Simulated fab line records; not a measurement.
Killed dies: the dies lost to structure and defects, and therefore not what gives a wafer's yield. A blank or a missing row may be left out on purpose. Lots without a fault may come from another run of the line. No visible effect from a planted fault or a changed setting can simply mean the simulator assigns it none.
fab line records	flow n5_finfet
record: lots: 7	wafers: 21
route steps=1938 shown BEOL_M9@1411 BEOL_M10@1473 BEOL_M11@1539
start_h: the number of hours between the record's first day and the start of the first shown wafer of the lot	wait_h: hours since the lot's step before	" as in the row above	L1.1+2: one row covering several wafers at once	- no value, or no start given	* or withheld: withheld	< > ~ a bound
route shown NAME@n: NAME is a module with steps in the file, n the number in the route of the first one	usual: mean/standard deviation of fault-free wafers	same: alike in all rows	chamber/n: place in a boat	sites: readings site by site	_std_site: standard deviation across them	_edge_site: mean of outer sites minus mean of inner sites	radius_mm: for every site, how far away it sits from the centre of the wafer	mask NAME#n: copy n	behind: the most recent tool/chamber to have shaped the wafer	hold: the reason the lot was held/the length of the hold in hours/how it ended	device: the n, p or np transistor that did not switch	end of line: the tests these same wafers got at the end of their route	step lacking rows: just its recipe	killed: dies lost to structure and defects at the first sort, not the wafer's yield	map: shows each die of a wafer: x if killed, . if not, _ if none is there
set.NAME: setting as actually run; set.NAME@STEP: the setting as run at that earlier step	model.NAME: the simulator's own value behind a step, which no gauge read
lots where settings were altered on purpose, with a table for each step and a row for each wafer
== steps ==
step: N5_BEOL_M9_EXPOSE_08
recipe: mask_id: M9	na: 1.35	source_shape: dipole	sigma_inner: 0.411	sigma_outer: 0.611	polarization: te	dose_mj: 53.75
lot.wafer	tool	chamber	start_h	wait_h	mask	set.dose_mj
L076.1+5	arfi_scanner-02	0	226.68	-	M9#0	53.75
L076.2	"	0	"	"	M9#0	50.94
L077.4+6	arfi_scanner-02	0	240.87	-	M9#0	50.02
L077.5	"	0	"	"	M9#0	53.75
L082.1+5	arfi_scanner-03	0	264.90	-	M9#0	53.75
L082.2	"	0	"	"	M9#0	51.15
L084.2+5+6	arfi_scanner-01	0	284.28	-	M9#0	53.75
L089.1+6	arfi_scanner-01	0	311.34	-	M9#0	57.19
L089.4	"	0	"	"	M9#0	53.75
L093.2+4+5	arfi_scanner-02	0	328.91	-	M9#0	53.75
L094.1+2	arfi_scanner-01	0	331.93	-	M9#0	51.42
L094.4	"	0	"	"	M9#0	53.75
step: N5_BEOL_M9_PEB_09
recipe: peb_temp_c: withheld	peb_time_s: 60	resist: CAR-ArF
step: N5_BEOL_M9_DEVELOP_10
recipe: develop_time_s: 30	developer: TMAH	resist: CAR-ArF	rinse_liquid: diw	dry: air_spin	dev_temp_c: 23
step: N5_BEOL_M9_CD_MEAS_11
recipe: target_cd_nm: 64.1	landing_energy_ev: 500	detector: se_inlens	polarity: opening
usual: cd_nm: 64.1/0.53
lot.wafer	tool	chamber	start_h	wait_h	set.dose_mj@BEOL_M9_EXPOSE_08	cd_nm
L076.1	cd_sem-01	0	226.81	-	53.75	64.2
L076.2	"	0	"	"	50.94	62.0
L076.5	"	0	"	"	53.75	64.3
L077.4	cd_sem-02	0	240.98	-	50.02	60.6
L077.5	"	0	"	"	53.75	63.9
L077.6	"	0	"	"	50.02	60.0
L082.1	cd_sem-01	0	265.03	-	53.75	63.9
L082.2	"	0	"	"	51.15	61.7
L082.5	"	0	"	"	53.75	63.6
L084.2	cd_sem-02	0	284.40	-	53.75	63.6
L084.5	"	0	"	"	53.75	63.8
L084.6	"	0	"	"	53.75	64.2
L089.1	cd_sem-02	0	311.46	-	57.19	67.6
L089.4	"	0	"	"	53.75	63.8
L089.6	"	0	"	"	57.19	67.5
L093.2	cd_sem-03	0	329.03	-	53.75	64.5
L093.4	"	0	"	"	53.75	64.6
L093.5	"	0	"	"	53.75	63.4
L094.1	cd_sem-01	0	332.05	-	51.42	61.2
L094.2	"	0	"	"	51.42	61.4
L094.4	"	0	"	"	53.75	62.6
step: N5_BEOL_M9_DESCUM_16
recipe: chemistry: O2	time_s: 7.9	source_power_w: 50	bias_power_w: 20	pressure_mtorr: 20	rf_frequency_hz: 2.712e+07	temp_c: 40	resist: CAR-ArF	o2_flow_sccm: 225
step: N5_BEOL_M9_ETCH_61
recipe: chemistry: CF4	target: SiARC	target_depth_a: 390	mask_material: CAR-ArF	time_s: 65	ion_energy_ev: 80	pressure_mtorr: 40	source_w: 545	bias_w: 36	Ar_flow_sccm: 100	cf4_flow_sccm: 100	ends: cleared
lot.wafer	tool	chamber	start_h	wait_h	set.dose_mj@BEOL_M9_EXPOSE_08	model.BEOL_M9.cd_offset_nm
L076.1	rie_diel-03	1	227.49	0.0	53.75	0.4
L076.2	"	0	"	"	50.94	-2.4
L076.5	"	2	"	"	53.75	0.2
L077.4	rie_diel-01	3	241.16	0.0	50.02	-3.8
L077.5	"	2	"	"	53.75	0
L077.6	"	1	"	"	50.02	-4.2
L082.1+5	rie_diel-04	0	265.15	0.0	53.75	-0.4
L082.2	"	3	"	"	51.15	-2.6
L084.2	rie_diel-03	2	284.52	0.0	53.75	-0.6
L084.5	"	0	"	"	53.75	-0.2
L084.6	"	1	"	"	53.75	0
L089.1	rie_diel-04	0	311.59	0.0	57.19	3.2
L089.4	"	2	"	"	53.75	-0.2
L089.6	"	0	"	"	57.19	3.4
L093.2	rie_diel-01	0	329.18	0.0	53.75	0
L093.4	"	3	"	"	53.75	0.4
L093.5	"	1	"	"	53.75	-0.4
L094.1+2	rie_diel-04	0,1	332.18	0.0	51.42	-2.8
L094.4	"	2	"	"	53.75	-1.2
step: N5_BEOL_M9_ETCH_62
recipe: chemistry: N2/H2	target: SOC	target_depth_a: 1100	overetch_a: 220	mask_material: SiARC	temp_c: 40	time_s: 165	ion_energy_ev: 200	pressure_mtorr: 30	source_w: 840	bias_w: 150	n2_flow_sccm: 200	h2_flow_sccm: 200
lot.wafer	tool	chamber	start_h	wait_h	set.dose_mj@BEOL_M9_EXPOSE_08	model.BEOL_M9.cd_offset_nm
L076.1	rie_diel-03	1	227.54	0.0	53.75	0
L076.2	"	0	"	"	50.94	-2.6
L076.5	"	2	"	"	53.75	0.2
L077.4	rie_diel-01	3	241.21	0.0	50.02	-4
L077.5	"	2	"	"	53.75	0.2
L077.6	"	1	"	"	50.02	-4.4
L082.1	rie_diel-04	0	265.20	0.0	53.75	-0.6
L082.2	"	3	"	"	51.15	-2.8
L082.5	"	0	"	"	53.75	-0.4
L084.2	rie_diel-03	2	284.57	0.0	53.75	-0.6
L084.5+6	"	0,1	"	"	53.75	-0.2
L089.1	rie_diel-04	0	311.64	0.0	57.19	3.2
L089.4	"	2	"	"	53.75	-0.2
L089.6	"	0	"	"	57.19	3.4
L093.2	rie_diel-01	0	329.23	0.0	53.75	0.2
L093.4	"	3	"	"	53.75	0.4
L093.5	"	1	"	"	53.75	-0.4
L094.1+2	rie_diel-04	0,1	332.23	0.0	51.42	-2.8
L094.4	"	2	"	"	53.75	-1.2
step: N5_BEOL_M9_STRIP_68
recipe: chemistry: N2/H2	temp_c: 40	n2_flow_sccm: 200	h2_flow_sccm: 200	rf_frequency_hz: 6e+07
step: N5_BEOL_M9_STRIP_67
recipe: chemistry: CF4	resist: SiARC	power_w: 300	bias_power_w: 75	pressure_mtorr: 50	cf4_flow_sccm: 150	rf_frequency_hz: 6e+07
step: N5_BEOL_M9_HM_OPEN_17
recipe: chemistry: Cl2/BCl3	target_depth_a: 200	overetch_a: 60	target: TiN	mask_material: SOC	ion_energy_ev: 150	pressure_mtorr: 10	icp_w: 1000	bias_w: 126	Cl2_flow_sccm: 53.25	bcl3_flow_sccm: 21.75	Ar_flow_sccm: 25
lot.wafer	tool	chamber	start_h	wait_h	set.dose_mj@BEOL_M9_EXPOSE_08	model.BEOL_M9.cd_offset_nm
L076.1+5	rie_metal-02	0,1	227.73	0.0	53.75	0.2
L076.2	"	1	"	"	50.94	-2.6
L077.4	rie_metal-01	1	241.43	0.1	50.02	-3.8
L077.5	"	0	"	"	53.75	0.2
L077.6	"	1	"	"	50.02	-4.2
L082.1	rie_metal-02	1	265.39	0.0	53.75	-0.6
L082.2	"	0	"	"	51.15	-2.6
L082.5	"	0	"	"	53.75	-0.4
L084.2	rie_metal-01	0	284.76	0.0	53.75	-0.6
L084.5+6	"	0,1	"	"	53.75	-0.2
L089.1	rie_metal-02	0	311.82	0.0	57.19	3.2
L089.4	"	0	"	"	53.75	-0.2
L089.6	"	1	"	"	57.19	3.4
L093.2+4	rie_metal-01	0	329.44	0.1	53.75	0.4
L093.5	"	0	"	"	53.75	-0.4
L094.1+2	rie_metal-01	0	332.41	0.0	51.42	-2.8
L094.4	"	0	"	"	53.75	-1.2
step: N5_BEOL_M9_STRIP_19
recipe: chemistry: O2	power_w: 400	temp_c: 40	pressure_mtorr: 30	rf_frequency_hz: 6e+07	bias_power_w: 0	overash_fraction: 0.2	o2_flow_sccm: 225
lot.wafer	tool	chamber	start_h	wait_h	set.power_w
L076.1	rie_diel-03	1	227.96	0.2	400
L076.2+5	"	3	"	"	451.7
L077.4+5	rie_diel-01	3	241.67	0.2	428.9
L077.6	"	0	"	"	400
L082.1+5	rie_diel-03	3,0	265.50	0.1	465.9
L082.2	"	2	"	"	400
L084.2+5+6	rie_diel-01	1,1,2	284.87	0.1	400
L089.1+6	rie_diel-03	3,1	311.93	0.1	400
L089.4	"	3	"	"	361.6
L093.2+4	rie_diel-04	0,2	329.67	0.2	367.3
L093.5	"	1	"	"	400
L094.1+2+4	rie_diel-04	1,0,2	332.62	0.2	400
step: N5_BEOL_M9_CD_MEAS_18
recipe: pitch_nm: 140	target_cd_nm: 70
usual: cd_nm: 70.1/0.59
lot.wafer	tool	chamber	start_h	wait_h	set.dose_mj@BEOL_M9_EXPOSE_08	cd_nm
L076.1	cd_sem-01	-	228.03	0.0	53.75	69.7
L076.2	"	-	"	"	50.94	67.4
L076.5	"	-	"	"	53.75	70.0
L077.4	cd_sem-02	-	241.74	0.1	50.02	66.7
L077.5	"	-	"	"	53.75	69.8
L077.6	"	-	"	"	50.02	66.0
L082.1	cd_sem-03	-	265.57	0.0	53.75	69.2
L082.2	"	-	"	"	51.15	67.4
L082.5	"	-	"	"	53.75	69.3
L084.2	cd_sem-03	-	284.94	0.1	53.75	69.4
L084.5	"	-	"	"	53.75	70.1
L084.6	"	-	"	"	53.75	69.8
L089.1	cd_sem-01	-	312.00	0.0	57.19	72.7
L089.4	"	-	"	"	53.75	69.9
L089.6	"	-	"	"	57.19	73.9
L093.2	cd_sem-01	-	329.74	0.1	53.75	70.3
L093.4	"	-	"	"	53.75	70.7
L093.5	"	-	"	"	53.75	69.8
L094.1	cd_sem-02	-	332.69	0.0	51.42	67.6
L094.2	"	-	"	"	51.42	66.7
L094.4	"	-	"	"	53.75	69.1
step: N5_BEOL_M9_COAT_63
recipe: resist: SOC	temp_c: 250	time_s: 60	spin_rpm: 1500	resist_thk_nm: 60
step: N5_BEOL_M9_COAT_64
recipe: resist: SiARC	temp_c: 220	time_s: 60	spin_rpm: 1500	resist_thk_nm: 12
step: N5_BEOL_M9_PRECLEAN_42
recipe: chemistry: residue_remover	time_s: 60	temp_c: 40
step: N5_BEOL_M9_SRD_43
recipe: time_s: 30	temp_c: 23	rinse_liquid: diw	dry: ipa_marangoni
step: N5_BEOL_M9_CD_MEAS_35
recipe: target_cd_nm: 70	target_cd_y_nm: 40	polarity: opening
usual: cd_nm: 70.1/0.59
lot.wafer	tool	chamber	start_h	wait_h	set.dose_mj@BEOL_M9_EXPOSE_08	cd_nm
L076.1	cd_sem-03	-	229.79	0.0	53.75	70.4
L076.2	"	-	"	"	50.94	67.5
L076.5	"	-	"	"	53.75	70.3
L077.4	cd_sem-01	-	243.25	0.0	50.02	66.5
L077.5	"	-	"	"	53.75	70.6
L077.6	"	-	"	"	50.02	65.8
L082.1	cd_sem-02	-	268.52	0.0	53.75	69.4
L082.2	"	-	"	"	51.15	67.3
L082.5	"	-	"	"	53.75	69.7
L084.2	cd_sem-01	-	286.04	0.0	53.75	69.7
L084.5	"	-	"	"	53.75	70.1
L084.6	"	-	"	"	53.75	69.8
L089.1	cd_sem-03	-	313.37	0.0	57.19	73.2
L089.4	"	-	"	"	53.75	70.0
L089.6	"	-	"	"	57.19	73.2
L093.2	cd_sem-02	-	330.79	0.0	53.75	70.4
L093.4	"	-	"	"	53.75	70.3
L093.5	"	-	"	"	53.75	69.9
L094.1	cd_sem-03	-	333.90	0.0	51.42	66.9
L094.2	"	-	"	"	51.42	67.0
L094.4	"	-	"	"	53.75	68.2
step: N5_BEOL_M10_PECVD_70
recipe: material: SiO2	target_thk_a: 200	temp_c: 400	precursor: TEOS/O2	pressure_torr: 5.5	rf_w: 450	teos_flow_sccm: 53.8	gas: O2	flow_sccm: 3000	time_s: 22.7
lot.wafer	tool	chamber	start_h	wait_h	set.time_s	model.SiO2_of_BEOL_M10_PECVD_70.thk_nm
L076.1	pecvd-02	1	232.79	0.0	26.09	23
L076.2	"	0	"	"	22.7	20.4
L076.5	"	1	"	"	26.09	23.6
L077.4	pecvd-04	1	247.09	0.1	21.6	19
L077.5	"	2	"	"	22.7	20
L077.6	"	0	"	"	21.6	19.2
L082.1	pecvd-03	1	272.48	0.0	19.45	16.6
L082.2	"	2	"	"	22.7	19.6
L082.5	"	2	"	"	22.7	19.8
L084.2	pecvd-03	2	290.43	0.0	22.7	19.6
L084.5	"	0	"	"	22.7	20.2
L084.6	"	2	"	"	22.7	20
L089.1+6	pecvd-02	2	317.24	0.0	22.7	19.8
L089.4	"	1	"	"	22.7	20.4
L093.2+4	pecvd-04	1,2	334.48	0.0	19.97	17.8
L093.5	"	1	"	"	22.7	20
L094.1+2	pecvd-04	0,2	338.86	0.0	22.7	20
L094.4	"	1	"	"	22.7	20.2
step: N5_BEOL_M10_COAT_59
recipe: resist: SOC	temp_c: 250	time_s: 60	spin_rpm: 1500	resist_thk_nm: 100
lot.wafer	tool	chamber	start_h	wait_h	set.spin_rpm	model.SOC_of_BEOL_M10_COAT_59.thk_nm
L076.1	litho_track-05	0	233.90	0.1	1404	103
L076.2	"	0	"	"	1500	100.2
L076.5	"	0	"	"	1404	103.4
L077.4	litho_track-03	0	248.02	0.1	1500	99.6
L077.5+6	"	0	"	"	1500	99.8
L082.1+5	litho_track-05	0	274.10	0.1	1500	100
L082.2	"	0	"	"	1500	100.2
L084.2	litho_track-05	0	292.39	0.1	1500	99.8
L084.5	"	0	"	"	1500	100
L084.6	"	0	"	"	1500	99.6
L089.1	litho_track-03	0	318.96	0.1	1500	99.8
L089.4	"	0	"	"	1615	96.2
L089.6	"	0	"	"	1615	96
L093.2	litho_track-05	0	336.65	0.1	1588	97.6
L093.4+5	"	0	"	"	1588	97.8
L094.1+2+4	litho_track-03	0	340.10	0.1	1500	99.6
step: N5_BEOL_M10_COAT_60
recipe: resist: SiARC	temp_c: 220	time_s: 60	spin_rpm: 1500	resist_thk_nm: 30
step: N5_BEOL_M10_COAT_05
recipe: resist: CAR-ArF	spin_rpm: 1500	resist_thk_nm: 90
step: N5_BEOL_M10_DESCUM_16
recipe: chemistry: O2	time_s: 7.9	source_power_w: 50	bias_power_w: 20	pressure_mtorr: 20	rf_frequency_hz: 2.712e+07	temp_c: 40	resist: CAR-ArF	o2_flow_sccm: 225
step: N5_BEOL_M10_ETCH_61
recipe: chemistry: CF4	target: SiARC	target_depth_a: 390	mask_material: CAR-ArF	time_s: 65	ion_energy_ev: 80	pressure_mtorr: 40	source_w: 545	bias_w: 36	Ar_flow_sccm: 100	cf4_flow_sccm: 100	ends: cleared
step: N5_BEOL_M10_ETCH_62
recipe: chemistry: N2/H2	target: SOC	target_depth_a: 1100	overetch_a: 220	mask_material: SiARC	temp_c: 40	time_s: 165	ion_energy_ev: 200	pressure_mtorr: 30	source_w: 840	bias_w: 150	n2_flow_sccm: 200	h2_flow_sccm: 200
lot.wafer	tool	chamber	start_h	wait_h	set.spin_rpm@BEOL_M10_COAT_59	model.etch.depth_nm
L076.1	rie_diel-06	1	234.89	0.0	1404	103.1
L076.2	"	2	"	"	1500	100.1
L076.5	"	2	"	"	1404	103.3
L077.4	rie_diel-02	0	248.56	0.0	1500	99.56
L077.5	"	2	"	"	1500	99.81
L077.6	"	3	"	"	1500	99.87
L082.1	rie_diel-02	3	274.52	0.0	1500	99.96
L082.2	"	0	"	"	1500	100.1
L082.5	"	3	"	"	1500	100
L084.2	rie_diel-05	3	293.08	0.0	1500	99.73
L084.5	"	2	"	"	1500	99.9
L084.6	"	3	"	"	1500	99.56
L089.1	rie_diel-02	0	319.50	0.0	1500	99.77
L089.4	"	2	"	"	1615	96.13
L089.6	"	2	"	"	1615	96.02
L093.2	rie_diel-05	1	337.45	0.0	1588	97.63
L093.4	"	1	"	"	1588	97.72
L093.5	"	0	"	"	1588	97.88
L094.1	rie_diel-05	2	340.61	0.0	1500	99.7
L094.2	"	1	"	"	1500	99.6
L094.4	"	2	"	"	1500	99.55
step: N5_BEOL_M10_STRIP_68
recipe: chemistry: N2/H2	temp_c: 40	n2_flow_sccm: 200	h2_flow_sccm: 200	rf_frequency_hz: 6e+07
step: N5_BEOL_M10_STRIP_67
recipe: chemistry: CF4	resist: SiARC	power_w: 300	bias_power_w: 75	pressure_mtorr: 50	cf4_flow_sccm: 150	rf_frequency_hz: 6e+07
step: N5_BEOL_M10_HM_OPEN_17
recipe: chemistry: Cl2/BCl3	target_depth_a: 200	overetch_a: 60	target: TiN	mask_material: SOC	ion_energy_ev: 150	pressure_mtorr: 10	icp_w: 1000	bias_w: 126	Cl2_flow_sccm: 53.25	bcl3_flow_sccm: 21.75	Ar_flow_sccm: 25
lot.wafer	tool	chamber	start_h	wait_h	set.spin_rpm@BEOL_M10_COAT_59	model.SOC_of_BEOL_M10_COAT_59.thk_nm
L076.1	rie_metal-03	0	235.07	0.0	1404	95.2
L076.2	"	0	"	"	1500	92.4
L076.5	"	0	"	"	1404	95.4
L077.4	rie_metal-02	1	248.78	0.1	1500	91.6
L077.5	"	1	"	"	1500	91.8
L077.6	"	0	"	"	1500	92
L082.1+5	rie_metal-03	1	274.70	0.0	1500	91.8
L082.2	"	0	"	"	1500	92.2
L084.2+5+6	rie_metal-01	1,0,1	293.27	0.0	1500	91.8
L089.1	rie_metal-03	0	319.69	0.0	1500	92
L089.4+6	"	1	"	"	1615	88
L093.2	rie_metal-03	1	337.64	0.0	1588	89.6
L093.4	"	0	"	"	1588	90
L093.5	"	1	"	"	1588	89.8
L094.1+2	rie_metal-03	1,0	340.79	0.0	1500	91.6
L094.4	"	1	"	"	1500	91.4
step: N5_BEOL_M11_PECVD_70
recipe: material: SiO2	target_thk_a: 200	temp_c: 400	precursor: TEOS/O2	pressure_torr: 5.5	rf_w: 450	teos_flow_sccm: 53.8	gas: O2	flow_sccm: 3000	time_s: 22.7
lot.wafer	tool	chamber	start_h	wait_h	set.time_s	model.SiO2_of_BEOL_M11_PECVD_70.thk_nm
L076.1	pecvd-03	0	240.57	0.0	22.7	19.8
L076.2	"	1	"	"	22.7	19.4
L076.5	"	0	"	"	19.59	17.2
L077.4	pecvd-01	1	256.05	0.1	22.7	20
L077.5	"	2	"	"	23.94	21.2
L077.6	"	0	"	"	23.94	20.8
L082.1	pecvd-02	1	281.93	0.0	22.7	20
L082.2	"	2	"	"	22.7	19.6
L082.5	"	2	"	"	22.7	20.2
L084.2	pecvd-03	2	300.63	0.0	22.7	20.2
L084.5	"	1	"	"	22.7	20
L084.6	"	2	"	"	22.7	20.6
L089.1	pecvd-01	0	328.86	0.0	22.7	19.6
L089.4+6	"	1,2	"	"	22.7	20.6
L093.2	pecvd-02	1	343.57	0.0	24.87	21.4
L093.4	"	0	"	"	22.7	20
L093.5	"	2	"	"	24.87	21.6
L094.1	pecvd-03	0	346.22	0.0	20.06	18
L094.2	"	1	"	"	20.06	17.6
L094.4	"	1	"	"	22.7	20.4
== key ==
split: step: N5_BEOL_M9_EXPOSE_08	setting: dose_mj	stated: 53.75	by: wafer
response: step: N5_BEOL_M9_CD_MEAS_11	reading: cd_nm	change: +0.485	per: 1%	r: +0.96
response: step: N5_BEOL_M9_ETCH_61	reading: model.BEOL_M9.cd_offset_nm	change: +0.516	per: 1%	r: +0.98
response: step: N5_BEOL_M9_ETCH_62	reading: model.BEOL_M9.cd_offset_nm	change: +0.537	per: 1%	r: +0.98
response: step: N5_BEOL_M9_HM_OPEN_17	reading: model.BEOL_M9.cd_offset_nm	change: +0.525	per: 1%	r: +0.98
response: step: N5_BEOL_M9_CD_MEAS_18	reading: cd_nm	change: +0.48	per: 1%	r: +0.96
response: step: N5_BEOL_M9_CD_MEAS_35	reading: cd_nm	change: +0.523	per: 1%	r: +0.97
split: step: N5_BEOL_M9_STRIP_19	setting: power_w	stated: 400	by: wafer
response none clear
split: step: N5_BEOL_M10_PECVD_70	setting: time_s	stated: 22.7	by: wafer
response: step: N5_BEOL_M10_PECVD_70	reading: model.SiO2_of_BEOL_M10_PECVD_70.thk_nm	change: +0.199	per: 1%	r: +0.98
split: step: N5_BEOL_M10_COAT_59	setting: spin_rpm	stated: 1500	by: wafer
response: step: N5_BEOL_M10_COAT_59	reading: model.SOC_of_BEOL_M10_COAT_59.thk_nm	change: -0.477	per: 1%	r: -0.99
response: step: N5_BEOL_M10_ETCH_62	reading: model.etch.depth_nm	change: -0.479	per: 1%	r: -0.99
response: step: N5_BEOL_M10_HM_OPEN_17	reading: model.SOC_of_BEOL_M10_COAT_59.thk_nm	change: -0.494	per: 1%	r: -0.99
split: step: N5_BEOL_M11_PECVD_70	setting: time_s	stated: 22.7	by: wafer
response: step: N5_BEOL_M11_PECVD_70	reading: model.SiO2_of_BEOL_M11_PECVD_70.thk_nm	change: +0.187	per: 1%	r: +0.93
